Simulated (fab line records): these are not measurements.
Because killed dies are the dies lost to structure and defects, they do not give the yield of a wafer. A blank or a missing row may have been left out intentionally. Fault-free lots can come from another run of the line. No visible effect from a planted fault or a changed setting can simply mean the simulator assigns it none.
Chamber matching || flow n5Finfet || 3 sister chambers for N5_BEOL_M0_SAQP_PECVD_96 on pecvd-03
The step deposits a-Si from SiH4/He, target thk 45 nm, time 45.2 s. 6 wafers are shown with their chamber, then 12 later ones without.

== WAFERS WITH THEIR CHAMBER ==
{"wafer": "L085.1", "chamber": 1, "showerheadPlenumPTorr (Torr)": 5.75, "throttleValvePct (%)": 18.2}
{"wafer": "L085.5", "chamber": 2, "showerheadPlenumPTorr (Torr)": 5.61, "throttleValvePct (%)": 18.1}
{"wafer": "L085.6", "chamber": 0, "showerheadPlenumPTorr (Torr)": 5.67, "throttleValvePct (%)": 18.4}
{"wafer": "L087.1", "chamber": 0, "showerheadPlenumPTorr (Torr)": 5.65, "throttleValvePct (%)": 18.4}
{"wafer": "L087.3", "chamber": 2, "showerheadPlenumPTorr (Torr)": 5.62, "throttleValvePct (%)": 17.7}
{"wafer": "L087.5", "chamber": 1, "showerheadPlenumPTorr (Torr)": 5.75, "throttleValvePct (%)": 18.0}

== WAFERS WHOSE CHAMBER IS MISSING ==
{"wafer": "L089.1", "showerheadPlenumPTorr (Torr)": 5.75, "throttleValvePct (%)": 18.0}
{"wafer": "L089.2", "showerheadPlenumPTorr (Torr)": 5.61, "throttleValvePct (%)": 18.2}
{"wafer": "L089.5", "showerheadPlenumPTorr (Torr)": 5.61, "throttleValvePct (%)": 17.8}
{"wafer": "L090.3", "showerheadPlenumPTorr (Torr)": 5.59, "throttleValvePct (%)": 17.8}
{"wafer": "L090.5", "showerheadPlenumPTorr (Torr)": 5.61, "throttleValvePct (%)": 18.1}
{"wafer": "L090.6", "showerheadPlenumPTorr (Torr)": 5.67, "throttleValvePct (%)": 18.3}
{"wafer": "L095.3", "showerheadPlenumPTorr (Torr)": 5.60, "throttleValvePct (%)": 18.0}
{"wafer": "L095.4", "showerheadPlenumPTorr (Torr)": 5.62, "throttleValvePct (%)": 18.1}
{"wafer": "L095.5", "showerheadPlenumPTorr (Torr)": 5.75, "throttleValvePct (%)": 18.3}
{"wafer": "L096.3", "showerheadPlenumPTorr (Torr)": 5.75, "throttleValvePct (%)": 18.2}
{"wafer": "L096.4", "showerheadPlenumPTorr (Torr)": 5.68, "throttleValvePct (%)": 18.4}
{"wafer": "L096.5", "showerheadPlenumPTorr (Torr)": 5.61, "throttleValvePct (%)": 18.2}

== WHICH CHAMBER EACH ONE RAN IN ==
{"wafer": "L089.1", "from the rows above": 1, "in truth": 1}
{"wafer": "L089.2", "from the rows above": 2, "in truth": 2}
{"wafer": "L089.5", "from the rows above": 2, "in truth": 2}
{"wafer": "L090.3", "from the rows above": 2, "in truth": 2}
{"wafer": "L090.5", "from the rows above": 2, "in truth": 2}
{"wafer": "L090.6", "from the rows above": 0, "in truth": 0}
{"wafer": "L095.3", "from the rows above": 2, "in truth": 2}
{"wafer": "L095.4", "from the rows above": 2, "in truth": 2}
{"wafer": "L095.5", "from the rows above": 1, "in truth": 1}
{"wafer": "L096.3", "from the rows above": 1, "in truth": 1}
{"wafer": "L096.4", "from the rows above": 0, "in truth": 0}
{"wafer": "L096.5", "from the rows above": 2, "in truth": 2}
12 of 12 placed correctly. Left unplaced by these rows: 0. Wrongly placed: 0.
How it was worked out, from the rows above alone: a wafer's distance from a chamber is the root of the sum, over the readings, of the square of ((its reading less the chamber's mean) divided by the reading's scatter). The wafer belongs to the nearest chamber; if the next one is less than 2 further off, it can't be placed. Each chamber's mean is taken over the wafers shown for it. The scatter is the square root of a quotient: the sum, over the shown wafers, of each reading's squared deviation from its chamber's mean, divided by wafers minus chambers.
